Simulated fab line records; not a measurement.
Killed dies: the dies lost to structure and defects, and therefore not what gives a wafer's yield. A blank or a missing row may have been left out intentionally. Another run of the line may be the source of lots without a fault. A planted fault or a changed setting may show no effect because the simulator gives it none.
Split-lot trial ; flow n5 finfet ; on a route of 1938 steps: 7 lots, 21 wafers read

SPLIT DETAILS
At N5_BEOL_M6_PECVD_70 (deposits SiO2 from TEOS/O2, target thk 20 nm, time 22.7 s), the setting time s was moved away from the recipe's 22.7 s on 8 of the 21 wafers read, by -11.6% to +7.3%. All remaining wafers had this setting at the recipe value.

The reading is taken at the split's own step.

THE READING
SiO2_of_BEOL_M6_PECVD_70.thk nm (the simulator's own value, which no gauge read), in nm, at N5_BEOL_M6_PECVD_70 (deposits SiO2 from TEOS/O2, target thk 20 nm, time 22.7 s). The file gives no usual value for it. Here, 13 wafers ran the recipe; their average is 19.8 nm with a standard deviation of 0.27 nm.

wafer;tool, chamber at the split;time s as run, s;against the recipe;SiO2_of_BEOL_M6_PECVD_70.thk nm, nm;against lot-mates on the recipe
L074.1;pecvd-02, 0;22.7;recipe;19.8;-
L074.2;pecvd-02, 2;22.7;recipe;19.6;-
L074.5;pecvd-02, 2;22.7;recipe;19.6;-
L079.1;pecvd-01, 0;21.31;-6.1%;19;-1.0
L079.3;pecvd-01, 1;22.7;recipe;20;-
L079.4;pecvd-01, 0;21.31;-6.1%;18.8;-1.2
L087.1;pecvd-01, 1;22.7;recipe;19.4;-
L087.4;pecvd-01, 2,1;22.7;recipe;19.8;-
L087.6;pecvd-01, 2,1;22.7;recipe;19.8;-
L088.3;pecvd-02, 1;22.7;recipe;19.8;-
L088.4;pecvd-02, 1;24.36;+7.3%;21.4;+1.6
L088.5;pecvd-02, 0;24.36;+7.3%;20.8;+1.0
L089.3;pecvd-01, 2;22.7;recipe;20.2;-
L089.6;pecvd-01, 2;22.7;recipe;20.2;-
L089.5;pecvd-01, 0;23.8;+4.8%;21;+0.8
L094.1;pecvd-02, 1,0;20.07;-11.6%;17.4;-2.0
L094.4;pecvd-02, 1,0;20.07;-11.6%;17.4;-2.0
L094.2;pecvd-02, 0;22.7;recipe;19.4;-
L097.1;pecvd-03, 0;20.57;-9.4%;17.8;-2.3
L097.2;pecvd-03, 1;22.7;recipe;20;-
L097.6;pecvd-03, 0;22.7;recipe;20.2;-
Rows listing several chambers each stand for several wafers; the file does not say which wafer went through which chamber.

FIT RESULTS
A straight line over all 21 wafers: SiO2_of_BEOL_M6_PECVD_70.thk nm changes by +0.197 nm for each +1% of time s; r = +0.97; the points scatter about the line by 0.28 nm.
The same after taking each lot's own level away (the mean of its wafers on the recipe; 21 wafers): +0.185 nm for each +1%; r = +0.98; scatter 0.19 nm.
On that fit, the largest move of time s shifts the reading by 2.1 nm.
The span of the lots' own levels, 19.40 to 20.20 nm, comes to 3.0 times the standard deviation stated above.
Hence the lot-to-lot level has little effect on the slope; both slopes agree.
Check: for one of the wafers moved furthest among these (-11.6%), held out of the fit, the line's prediction against its lot-mates is -2.21 nm. It came out at -2 nm against them.

OTHER SPLITS APPLIED TO THESE WAFERS
These wafers also went through other splits before the reading. Each is held against what the fit with the lots' levels taken away leaves over:
other split on the same wafers;wafers away from the commonest value;r with SiO2_of_BEOL_M6_PECVD_70.thk nm (lot level and that fit taken away)
N5_BEOL_M2_ETCH_69 bias w;9;+0.09
N5_BEOL_M5_ETCH_72 bias w;7;+0.14
N5_BEOL_M5_COAT_66 spin rpm;6;-0.02

FILE'S OWN FIT
SiO2_of_BEOL_M6_PECVD_70.thk nm changes by +0.193 nm for each +1% of time s, r = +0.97.
